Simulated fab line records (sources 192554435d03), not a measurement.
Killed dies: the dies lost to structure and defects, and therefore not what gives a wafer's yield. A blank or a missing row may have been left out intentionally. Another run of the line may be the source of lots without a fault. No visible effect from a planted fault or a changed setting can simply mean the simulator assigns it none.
A struck lot beside a sound one | flow n5 finfet | 40 steps out of a route of 1938
Sound: the wafers L687.1, L687.2, L687.5. The struck wafers were L694.2, L694.3. The cause is named last.
At each step with rows: each side's tool, then ch and its chambers, then its first start. Under that, the readings that differ: sound wafers | struck wafers | difference of the means | sigmas: that difference in standard deviations of wafers without a fault.
alike: readings whose means differ by less than 2 such deviations, and words and numbers that are the same on both sides. not compared: withheld readings, readings that some wafer has no value for, bounds like >300 that may hide the same value, and numbers for which the record gives no deviation and whose values overlap.
Wherever a step has rows on one side only, a row that says differs or no value, or a row with sigmas, the two part there. Numbers that have no deviation but don't overlap get no sigmas and don't part them. Lack of a reading on every wafer of one side parts them only where that side has two or more wafers.

first, 11 steps without rows for these wafers: N5_BEOL_M0_SAQP_SPACER1_ETCHBACK_99 (etches SiO2 in CHF3/O2, target depth 15.4 nm, time 7.7 s); N5_BEOL_M0_SAQP_MANDREL1_REMOVE_100 (chemistry HBr/Cl2/O2, target a-Si, stops on SiNx, bt time 10 s); N5_BEOL_M0_SAQP_ETCH_101 (etches SiNx in CH3F/O2, target depth 29.9 nm, time 42.7 s); N5_BEOL_M0_SAQP_ETCH_102 (etches SiO2 in CF4, target depth 4 nm, time 4.4 s); N5_BEOL_M0_SAQP_MANDREL_ETCH_103 (etches a-Si in HBr/Cl2, stops on SiCN, target depth 45 nm, bt time 10 s, time 27 s); N5_BEOL_M0_SAQP_RECESS_104 (chemistry HF/NH3, target SiO2, target depth 18 nm, afs cycles 3, sublimation time 60 s); N5_BEOL_M0_SAQP_COAT_105 (time 60 s, resist thk 100 nm); N5_BEOL_M0_SAQP_ETCH_106 (etches SOC in N2/H2, stops on SiNx, target depth 150 nm); N5_BEOL_M0_SAQP_ETCH_107 (etches SiNx in CH3F/O2, target depth 30 nm); N5_BEOL_M0_SAQP_STRIP_108 (strips in N2/H2); N5_BEOL_M0_SAQP_RECESS_109 (chemistry HF/NH3, target SiO2, target depth 3 nm, afs cycles 1, sublimation time 60 s).
N5_BEOL_M0_SAQP_SPACER2_ALD_26: deposits SiO2, target thk 15 nm, pulse time 1 s, purge time 2 s.
  sound on ald sin-03 ch 1,2,3, day 9 00:20; struck on ald sin-03 ch 0,2, day 10 17:37
  reading                                               | sound    | struck    | difference | sigmas
  model.SiO2_of_BEOL_M0_SAQP_SPACER2_ALD_26.thk nm (nm) | 15 15 15 | 10.6 10.6 | -4.4       |
  alike: heater power w, precursor pulse height rel, susceptor temp C
then, 1 step without rows for these wafers: N5_BEOL_M0_SAQP_SPACER2_ETCHBACK_27 (etches SiO2 in CHF3/O2, target depth 22.5 nm, time 11.25 s).
N5_BEOL_M0_SAQP_MANDREL2_REMOVE_110: chemistry HBr/Cl2/O2, target a-Si, stops on SiCN, bt time 10 s.
  sound on rie si-05 ch 0,1,2, day 9 00:58; struck on rie si-05 ch 0,3, day 10 18:16
  reading                                               | sound          | struck    | difference | sigmas
  model.SiO2_of_BEOL_M0_SAQP_SPACER2_ALD_26.thk nm (nm) | 10.6 10.6 10.6 | 6.2 6.2   | -4.4       |
  model.BEOL_M0_SAQP.cd nm (nm)                         | 15 15 15.2     | 10.6 10.8 | -4.4       |
  alike: drypump motor current A, he backside leak sccm, oes product au, throttle valve pct
  not compared: rf hours counter h
N5_BEOL_M0_SAQP_CD_MEAS_29: target cd 14.4 nm.
  sound on cd sem-03 ch 0, day 9 01:05; struck on cd sem-01 ch 0, day 10 18:23
  reading    | sound             | struck      | difference | sigmas
  cd nm (nm) | 14.87 14.92 15.11 | 10.54 10.81 | -4.29      | -20
then, 23 steps without rows for these wafers: N5_BEOL_M0_SAQP_COAT_69 (time 60 s, resist thk 90 nm); N5_BEOL_M0_SAQP_COAT_72 (time 60 s, resist thk 15 nm); N5_BEOL_M0_SAQP_COAT_87 (time 60 s, resist thk 5 nm); N5_BEOL_M0_SAQP_COAT_34 (resist thk 30 nm); N5_BEOL_M0_SAQP_EBR_36; N5_BEOL_M0_SAQP_SOFTBAKE_35 (time 60 s); N5_BEOL_M0_SAQP_EXPOSE_37 (exposes mask M0 CUT1, target cd 30 nm); N5_BEOL_M0_SAQP_PEB_38 (peb time 60 s); N5_BEOL_M0_SAQP_DEVELOP_39 (develop time 30 s); N5_BEOL_M0_SAQP_DESCUM_45 (chemistry O2, time 7 s); N5_BEOL_M0_SAQP_ETCH_88 (etches underlayer in N2/H2, target depth 6.5 nm, time 5.2 s); N5_BEOL_M0_SAQP_ETCH_73 (etches SiARC in CF4, target depth 19.5 nm, time 32.5 s); N5_BEOL_M0_SAQP_CUT_ETCH_46 (etches SOC in N2/H2, target depth 135 nm, overetch 27 nm, time 202.5 s); N5_BEOL_M0_SAQP_STRIP_74 (strips in N2/H2); N5_BEOL_M0_SAQP_STRIP_89 (strips in N2/H2); N5_BEOL_M0_SAQP_ALD_48 (deposits SiO2, target thk 20 nm, pulse time 1 s, co reactant pulse time 1 s); N5_BEOL_M0_SAQP_ETCH_49 (etches SiO2 in CF4/O2, target depth 37 nm); N5_BEOL_M0_SAQP_STRIP_75 (strips in CF4); N5_BEOL_M0_CUTY_COAT_50 (time 60 s, resist thk 15 nm); N5_BEOL_M0_CUTY_COAT_51 (resist thk 150 nm); N5_BEOL_M0_CUTY_EBR_52; N5_BEOL_M0_CUTY_SOFTBAKE_53 (time 60 s); N5_BEOL_M0_CUTY_EXPOSE_54 (exposes mask M0 ABLK).
N5_BEOL_M4_RC_MEAS_101:
  the record has rows for the sound wafers here (prober-01 ch 0, day 11 21:16) and none for the struck ones
-- here the record skips 7 days between the struck wafers' starts before and after, leaving off in module BEOL_M4 and picking up in module PASSIVATION (first step shown: number 1936 of the route) --
N5_PASSIVATION_PROBE_49:
  the record has rows for the struck wafers here (prober-01, day 17 20:33) and none for the sound ones

== WHERE THEY PART ==
Last at N5_PASSIVATION_PROBE_49 as far as this record goes, first at N5_BEOL_M0_SAQP_CD_MEAS_29.

WHY: whatever the simulator had introduced
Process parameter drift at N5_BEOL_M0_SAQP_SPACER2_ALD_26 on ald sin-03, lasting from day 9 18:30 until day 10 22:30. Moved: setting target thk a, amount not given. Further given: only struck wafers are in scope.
